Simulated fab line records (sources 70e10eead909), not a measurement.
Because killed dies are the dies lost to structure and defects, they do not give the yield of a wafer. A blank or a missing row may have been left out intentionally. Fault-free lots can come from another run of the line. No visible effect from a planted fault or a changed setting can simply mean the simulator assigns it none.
Which of the tools did it?	flow nandHarc	69 wafers from 23 lots sampled at 6 of the route's 1159 steps

## WHAT THE GAUGES SHOWED, per wafer
No reading from a measuring or inspecting step in the record can be judged against a usual standard deviation.

## WHAT TOOL EACH LOT RAN ON (gives the tool, then ch and the chambers of the sampled wafers, and finally the start)
lot	NHARC_A_STAIRCASE_TRIM_224	NHARC_A_STAIRCASE_TRIM_231	NHARC_A_STAIRCASE_HM_DEP_462	NHARC_A_STAIRCASE_ETCH_315	NHARC_A_STAIRCASE_STRIP_316	NHARC_A_SGD_CUT_ETCH_59
L074	rieDiel-08 ch 0,2,3, day 11 16:37 or earlier	rieDiel-08 ch 0,2, day 11 16:37 or earlier	aclDep-01 ch 0, day 11 16:37	rieDiel-08 ch 0,2,3, no start	rieDiel-08 ch 1,2,3, no start	rieDiel-01 ch 1,2,3, no start
L075	rieDiel-08 ch 1,2,3, day 12 11:02 or earlier	rieDiel-08 ch 0,2,3, day 12 11:02 or earlier	aclDep-03 ch 0, day 12 11:02	rieDiel-09 ch 0,2, no start	rieDiel-09 ch 2,3, no start	rieDiel-01 ch 1,2,3, no start
L076	rieDiel-08 ch 1,2,3, day 12 16:03 or earlier	rieDiel-08 ch 1,3, day 12 16:03 or earlier	aclDep-01 ch 0, day 12 16:03	rieDiel-08 ch 1,2,3, no start	rieDiel-08 ch 2,3, no start	rieDiel-05 ch 2,3, no start
L078	rieDiel-13 ch 1,2, day 12 14:26 or earlier	rieDiel-13 ch 1,2, day 12 14:26 or earlier	aclDep-03 ch 0, day 12 14:26	rieDiel-09 ch 0,1,2, no start	rieDiel-09 ch 0,1,2, no start	rieDiel-11 ch 2,3, no start
L077	rieDiel-08 ch 0,3, day 12 19:24 or earlier	rieDiel-09 ch 1,2,3, day 12 19:24 or earlier	aclDep-03 ch 0, day 12 19:24	rieDiel-09 ch 0,2,3, no start	rieDiel-09 ch 0,1, no start	rieDiel-01 ch 0,2,3, no start
L081	rieDiel-09 ch 0,1, day 13 02:56 or earlier	rieDiel-08 ch 1,2,3, day 13 02:56 or earlier	aclDep-03 ch 0, day 13 02:56	rieDiel-08 ch 0,1,2, no start	rieDiel-08 ch 2,3, no start	rieDiel-05 ch 1,2,3, no start
L080	rieDiel-09 ch 0,2,3, day 13 07:03 or earlier	rieDiel-09 ch 0,1,2, day 13 07:03 or earlier	aclDep-02 ch 0, day 13 07:03	rieDiel-13 ch 1,2,3, no start	rieDiel-13 ch 0,2, no start	rieDiel-11 ch 1,3, no start
L082	rieDiel-08 ch 2,3, day 13 17:23 or earlier	rieDiel-09 ch 0,1,2, day 13 17:23 or earlier	aclDep-02 ch 0, day 13 17:23	rieDiel-13 ch 1,2, no start	rieDiel-13 ch 0,2, no start	rieDiel-01 ch 0,1, no start
L079	rieDiel-08 ch 0,2,3, day 13 15:52 or earlier	rieDiel-13 ch 2,3, day 13 15:52 or earlier	aclDep-02 ch 0, day 13 15:52	rieDiel-13 ch 0,1,3, no start	rieDiel-13 ch 0,1, no start	rieDiel-05 ch 2,3, no start
L083	rieDiel-08 ch 2,3, day 14 00:19 or earlier	rieDiel-09 ch 1,2,3, day 14 00:19 or earlier	aclDep-01 ch 0, day 14 00:19	rieDiel-09 ch 2,3, no start	rieDiel-09 ch 1,2,3, no start	rieDiel-05 ch 0,1,2, no start
L086	rieDiel-08 ch 1,2, day 14 14:06 or earlier	rieDiel-08 ch 0,1,3, day 14 14:06 or earlier	aclDep-01 ch 0, day 14 14:06	rieDiel-08 ch 1,2, no start	rieDiel-08 ch 0,2,3, no start	rieDiel-05 ch 1,2,3, no start
L084	rieDiel-08 ch 0,2,3, day 14 14:01 or earlier	rieDiel-13 ch 0,1,2, day 14 14:01 or earlier	aclDep-03 ch 0, day 14 14:01	rieDiel-08 ch 1,2,3, no start	rieDiel-08 ch 0,1,2, no start	rieDiel-11 ch 0,2,3, no start
L087	rieDiel-08 ch 0,1, day 14 21:50 or earlier	rieDiel-08 ch 0,3, day 14 21:50 or earlier	aclDep-02 ch 0, day 14 21:50	rieDiel-13 ch 0,1,3, no start	rieDiel-13 ch 1,2, no start	rieDiel-11 ch 0,1,2, no start
L085	rieDiel-08 ch 1,2,3, day 15 04:02 or earlier	rieDiel-13 ch 0,3, day 15 04:02 or earlier	aclDep-03 ch 0, day 15 04:02	rieDiel-08 ch 0,1,2, no start	rieDiel-08 ch 0,2, no start	rieDiel-05 ch 2,3, no start
L089	rieDiel-13 ch 0,1, day 15 08:45 or earlier	rieDiel-09 ch 0,1,3, day 15 08:45 or earlier	aclDep-02 ch 0, day 15 08:45	rieDiel-13 ch 1,2, no start	rieDiel-13 ch 0,3, no start	rieDiel-01 ch 1,2, no start
L088	rieDiel-13 ch 0,1, day 15 16:18 or earlier	rieDiel-13 ch 0,1,2, day 15 16:18 or earlier	aclDep-01 ch 0, day 15 16:18	rieDiel-08 ch 0,1, no start	rieDiel-08 ch 0,2,3, no start	rieDiel-11 ch 0,1,2, no start
L091	rieDiel-08 ch 0,2,3, day 15 19:14 or earlier	rieDiel-09 ch 1,2, day 15 19:14 or earlier	aclDep-03 ch 0, day 15 19:14	rieDiel-13 ch 0,1,3, no start	rieDiel-13 ch 2,3, no start	rieDiel-01 ch 0,1, no start
L090	rieDiel-08 ch 1,2,3, day 15 20:26 or earlier	rieDiel-13 ch 0,1,3, day 15 20:26 or earlier	aclDep-03 ch 0, day 15 20:26	rieDiel-08 ch 0,1,2, no start	rieDiel-08 ch 0,2,3, no start	rieDiel-05 ch 1,2,3, no start
L093	rieDiel-08 ch 0,1,3, day 15 23:53 or earlier	rieDiel-13 ch 0,2,3, day 15 23:53 or earlier	aclDep-01 ch 0, day 15 23:53	rieDiel-08 ch 0,1,2, no start	rieDiel-08 ch 0,1,3, no start	rieDiel-01 ch 1,3, no start
L092	rieDiel-09 ch 1,2,3, day 16 02:07 or earlier	rieDiel-09 ch 1,2,3, day 16 02:07 or earlier	aclDep-03 ch 0, day 16 02:07	rieDiel-13 ch 0,2,3, no start	rieDiel-13 ch 0,1,2, no start	rieDiel-11 ch 1,2,3, no start
L094	rieDiel-09 ch 0,1,3, day 16 06:34 or earlier	rieDiel-13 ch 0,1,3, day 16 06:34 or earlier	aclDep-01 ch 0, day 16 06:34	rieDiel-09 ch 1,2,3, no start	rieDiel-09 ch 0,1,3, no start	rieDiel-05 ch 0,1,3, no start
L096	rieDiel-08 ch 0,1,2, day 16 18:54 or earlier	rieDiel-08 ch 1,2, day 16 18:54 or earlier	aclDep-02 ch 0, day 16 18:54	rieDiel-08 ch 1,2,3, no start	rieDiel-08 ch 0,2,3, no start	rieDiel-01 ch 1,3, no start
L095	rieDiel-08 ch 0,2,3, day 16 21:44 or earlier	rieDiel-13 ch 1,2, day 16 21:44 or earlier	aclDep-02 ch 0, day 16 21:44	rieDiel-08 ch 2,3, no start	rieDiel-08 ch 0,2, no start	rieDiel-05 ch 0,1,2, no start
- NHARC_A_STAIRCASE_TRIM_224: chemistry O2, time 211.2 s.
- NHARC_A_STAIRCASE_TRIM_231: chemistry O2, time 211.2 s.
- NHARC_A_STAIRCASE_HM_DEP_462: deposits aC, target thk 800 nm.
- NHARC_A_STAIRCASE_ETCH_315: etches the open film in C4F8/O2/Ar, target depth 2500 nm, time 607.1 s.
- NHARC_A_STAIRCASE_STRIP_316: strips in O2.
- NHARC_A_SGD_CUT_ETCH_59: etches the open film in N2/H2, target depth 260 nm, time 406.25 s.

## AS READ BY THE TOOLS THEMSELVES (means over the sampled wafers that have a number; for cases with no such wafer, the mark the record gives instead)
NHARC_A_STAIRCASE_TRIM_224. Usual: drypumpMotorCurrentA 6.1 A, standard deviation 0.41; oesProductAu 0.993 a.u., standard deviation 0.0088; rfVppV 57.7 V, standard deviation 0.87; showerheadPlenumPTorr 3.47 Torr, standard deviation 0.099; throttleValvePct 17.037 %, standard deviation 0.0092.
lot	tool	drypumpMotorCurrentA (A)	oesProductAu (a.u.)	rfVppV (V)	showerheadPlenumPTorr (Torr)	throttleValvePct (%)	flag
L074	rieDiel-08	6.1	0.991	57.0	3.49	17.037	
L075	rieDiel-08	6.4	0.989	57.9	3.44	17.044	
L076	rieDiel-08	6.4	0.987	57.9	3.44	17.039	
L078	rieDiel-13	6.1	0.994	57.7	3.51	17.030	
L077	rieDiel-08	5.9	0.998	57.9	3.48	17.040	
L081	rieDiel-09	6.1	0.984	57.6	3.38	17.037	
L080	rieDiel-09	5.5	0.996	58.2	3.53	17.047	
L082	rieDiel-08	6.3	0.991	58.5	3.47	17.044	
L079	rieDiel-08	6.1	0.990	57.6	3.48	17.040	
L083	rieDiel-08	6.3	0.979	57.1	3.47	17.043	
L086	rieDiel-08	6.4	0.992	58.4	3.40	17.035	
L084	rieDiel-08	6.1	0.987	57.3	3.48	17.036	
L087	rieDiel-08	6.2	0.989	57.2	3.39	17.037	
L085	rieDiel-08	6.4	0.996	57.0	3.43	17.042	
L089	rieDiel-13	5.8	0.998	58.0	3.65	17.030	
L088	rieDiel-13	5.8	0.992	58.7	3.71	17.032	
L091	rieDiel-08	6.1	0.984	58.2	3.47	17.039	
L090	rieDiel-08	6.4	1.000	57.2	3.42	17.036	
L093	rieDiel-08	6.2	0.995	57.4	3.43	17.037	
L092	rieDiel-09	5.8	0.996	58.1	3.58	17.037	
L094	rieDiel-09	5.9	0.982	57.5	3.46	17.033	
L096	rieDiel-08	6.1	0.995	58.1	3.43	17.044	
L095	rieDiel-08	6.1	0.991	57.1	3.46	17.042	

NHARC_A_STAIRCASE_TRIM_231. Usual: drypumpMotorCurrentA 5.9 A, standard deviation 0.46; oesProductAu 0.997 a.u., standard deviation 0.0099; rfVppV 57.7 V, standard deviation 0.87; showerheadPlenumPTorr 3.51 Torr, standard deviation 0.12; throttleValvePct 17.036 %, standard deviation 0.0085.
lot	tool	drypumpMotorCurrentA (A)	oesProductAu (a.u.)	rfVppV (V)	showerheadPlenumPTorr (Torr)	throttleValvePct (%)	flag
L074	rieDiel-08	6.1	0.988	57.3	3.49	17.038	
L075	rieDiel-08	6.1	0.993	57.0	3.48	17.034	
L076	rieDiel-08	6.4	0.992	56.7	3.43	17.038	
L078	rieDiel-13	5.9	0.992	58.3	3.65	17.037	
L077	rieDiel-09	5.8	1.004	58.3	3.60	17.035	
L081	rieDiel-08	6.4	0.998	57.5	3.44	17.031	
L080	rieDiel-09	6.0	0.992	58.0	3.50	17.031	
L082	rieDiel-09	6.0	0.993	57.6	3.49	17.034	
L079	rieDiel-13	5.7	0.993	57.6	3.46	17.032	
L083	rieDiel-09	5.8	0.996	58.9	3.59	17.030	
L086	rieDiel-08	6.2	0.999	57.4	3.44	17.045	
L084	rieDiel-13	6.0	1.002	58.4	3.58	17.037	
L087	rieDiel-08	6.1	0.989	57.0	3.47	17.038	
L085	rieDiel-13	5.6	1.005	58.1	3.53	17.038	
L089	rieDiel-09	6.0	0.999	57.3	3.47	17.032	
L088	rieDiel-13	6.0	1.004	58.1	3.58	17.038	
L091	rieDiel-09	6.3	0.999	57.5	3.55	17.033	
L090	rieDiel-13	5.7	1.004	58.4	3.61	17.036	
L093	rieDiel-13	5.9	1.003	57.2	3.48	17.037	
L092	rieDiel-09	5.8	1.005	58.2	3.58	17.042	
L094	rieDiel-13	5.7	1.002	57.8	3.61	17.033	
L096	rieDiel-08	6.4	0.996	57.4	3.39	17.035	
L095	rieDiel-13	5.9	1.000	57.4	3.62	17.039	

NHARC_A_STAIRCASE_HM_DEP_462. Usual: throttleValvePct at 35.001 %, with a standard deviation of 0.0097.
lot	tool	throttleValvePct (%)	flag
L074	aclDep-01	34.991	
L075	aclDep-03	35.001	
L076	aclDep-01	34.997	
L078	aclDep-03	35.002	
L077	aclDep-03	35.004	
L081	aclDep-03	35.000	
L080	aclDep-02	35.007	
L082	aclDep-02	35.008	
L079	aclDep-02	35.009	
L083	aclDep-01	35.001	
L086	aclDep-01	34.998	
L084	aclDep-03	35.001	
L087	aclDep-02	35.003	
L085	aclDep-03	35.003	
L089	aclDep-02	34.997	
L088	aclDep-01	35.002	
L091	aclDep-03	35.004	
L090	aclDep-03	34.999	
L093	aclDep-01	35.009	
L092	aclDep-03	35.002	
L094	aclDep-01	34.998	
L096	aclDep-02	34.993	
L095	aclDep-02	34.999	

NHARC_A_STAIRCASE_ETCH_315. Usual: oesProductAu 0.929 a.u., standard deviation 0.01; rfVppV 1824 V, standard deviation 9.2.
lot	tool	oesProductAu (a.u.)	rfVppV (V)	flag
L074	rieDiel-08	0.923	1824	
L075	rieDiel-09	0.919	1828	
L076	rieDiel-08	0.927	1821	
L078	rieDiel-09	0.922	1824	
L077	rieDiel-09	0.940	1826	
L081	rieDiel-08	0.930	1820	
L080	rieDiel-13	0.952	1828	
L082	rieDiel-13	0.927	1835	
L079	rieDiel-13	0.939	1835	
L083	rieDiel-09	0.931	1835	
L086	rieDiel-08	0.926	1818	
L084	rieDiel-08	0.917	1819	
L087	rieDiel-13	0.936	1833	
L085	rieDiel-08	0.925	1820	
L089	rieDiel-13	0.924	1834	
L088	rieDiel-08	0.927	1817	
L091	rieDiel-13	0.937	1833	
L090	rieDiel-08	0.918	1820	
L093	rieDiel-08	0.931	1820	
L092	rieDiel-13	0.933	1823	
L094	rieDiel-09	0.934	1830	
L096	rieDiel-08	0.928	1818	
L095	rieDiel-08	0.930	1821	

NHARC_A_STAIRCASE_STRIP_316. Usual: drypumpMotorCurrentA 6.0 A, standard deviation 0.43; oesProductAu 0.996 a.u., standard deviation 0.0095; rfVppV 57.7 V, standard deviation 0.8; showerheadPlenumPTorr 3.50 Torr, standard deviation 0.12; throttleValvePct 17.036 %, standard deviation 0.0094.
lot	tool	drypumpMotorCurrentA (A)	oesProductAu (a.u.)	rfVppV (V)	showerheadPlenumPTorr (Torr)	throttleValvePct (%)	flag
L074	rieDiel-08	6.4	0.988	57.0	3.44	17.040	
L075	rieDiel-09	5.3	1.001	58.6	3.65	17.025	
L076	rieDiel-08	6.4	0.997	58.0	3.47	17.031	
L078	rieDiel-09	6.0	0.992	57.4	3.50	17.046	
L077	rieDiel-09	6.5	0.988	57.7	3.45	17.029	
L081	rieDiel-08	6.3	0.982	58.0	3.47	17.040	
L080	rieDiel-13	6.0	0.998	58.8	3.53	17.040	
L082	rieDiel-13	6.1	0.994	58.2	3.53	17.028	
L079	rieDiel-13	5.8	1.007	57.6	3.71	17.044	
L083	rieDiel-09	5.8	0.995	57.5	3.59	17.039	
L086	rieDiel-08	6.1	0.987	57.7	3.47	17.039	
L084	rieDiel-08	6.1	0.989	57.6	3.44	17.038	
L087	rieDiel-13	6.1	1.007	58.3	3.50	17.033	
L085	rieDiel-08	5.9	0.989	57.5	3.48	17.041	
L089	rieDiel-13	5.6	1.000	58.1	3.52	17.031	
L088	rieDiel-08	6.1	0.991	57.6	3.47	17.041	
L091	rieDiel-13	5.7	1.005	58.3	3.45	17.032	
L090	rieDiel-08	6.1	1.000	58.2	3.47	17.021	
L093	rieDiel-08	6.2	0.997	57.2	3.43	17.038	
L092	rieDiel-13	6.0	1.002	57.6	3.57	17.042	
L094	rieDiel-09	6.0	0.988	57.4	3.46	17.030	
L096	rieDiel-08	6.1	1.004	57.9	3.46	17.044	
L095	rieDiel-08	5.9	0.992	58.2	3.47	17.036	

NHARC_A_SGD_CUT_ETCH_59. Usual: drypumpMotorCurrentA 5.6 A, standard deviation 0.46; oesProductAu 0.998 a.u., standard deviation 0.0092; rfVppV 430.1 V, standard deviation 2.8; showerheadPlenumPTorr 2.03 Torr, standard deviation 0.099; throttleValvePct 14.171 %, standard deviation 0.0084.
lot	tool	drypumpMotorCurrentA (A)	oesProductAu (a.u.)	rfVppV (V)	showerheadPlenumPTorr (Torr)	throttleValvePct (%)	flag
L074	rieDiel-01	5.8	0.995	429.2	1.98	14.177	
L075	rieDiel-01	5.7	0.994	428.3	1.98	14.172	
L076	rieDiel-05	6.3	0.998	430.6	2.02	14.171	
L078	rieDiel-11	5.1	0.991	434.8	2.18	14.174	
L077	rieDiel-01	5.8	0.999	429.0	1.99	14.170	
L081	rieDiel-05	5.9	0.995	432.1	2.07	14.162	
L080	rieDiel-11	5.3	1.003	431.0	2.09	14.180	
L082	rieDiel-01	5.4	0.988	428.0	1.96	14.169	
L079	rieDiel-05	6.3	0.997	430.3	2.02	14.176	
L083	rieDiel-05	5.6	1.002	430.4	2.04	14.170	
L086	rieDiel-05	5.9	0.989	430.8	2.07	14.175	
L084	rieDiel-11	5.5	1.006	431.9	2.09	14.176	
L087	rieDiel-11	5.8	1.007	429.0	1.99	14.163	
L085	rieDiel-05	6.2	0.999	431.2	2.08	14.176	
L089	rieDiel-01	5.5	0.993	427.5	1.92	14.166	
L088	rieDiel-11	5.8	0.991	429.7	1.99	14.176	
L091	rieDiel-01	5.5	0.998	428.9	1.97	14.168	
L090	rieDiel-05	5.8	1.001	431.1	2.07	14.173	
L093	rieDiel-01	5.6	0.999	428.5	1.98	14.168	
L092	rieDiel-11	5.4	1.008	431.5	2.08	14.171	
L094	rieDiel-05	5.5	1.001	432.3	2.10	14.163	
L096	rieDiel-01	5.7	0.993	428.4	1.98	14.168	
L095	rieDiel-05	5.7	1.000	430.2	2.04	14.172	

## THE ANSWER, worked out from the rows above alone
Rule: a lot is off if the mean of its wafers that have a number lies more than 3 standard deviations from the usual mean. Also off: a lot with no number at a reading for which 4 or more lots have one. All remaining lots with rows at the step are treated as sound. Order of review: gauges by route order, followed by the tools' own readings, for which a lot's mean as printed above is used. At the first step where some lot is off, the reading lying furthest off is the one used; lots without a number count as furthest.
Nothing can be told from this: no lot is off at any reading shown.

## WHAT WAS PUT IN BY THE SIMULATOR
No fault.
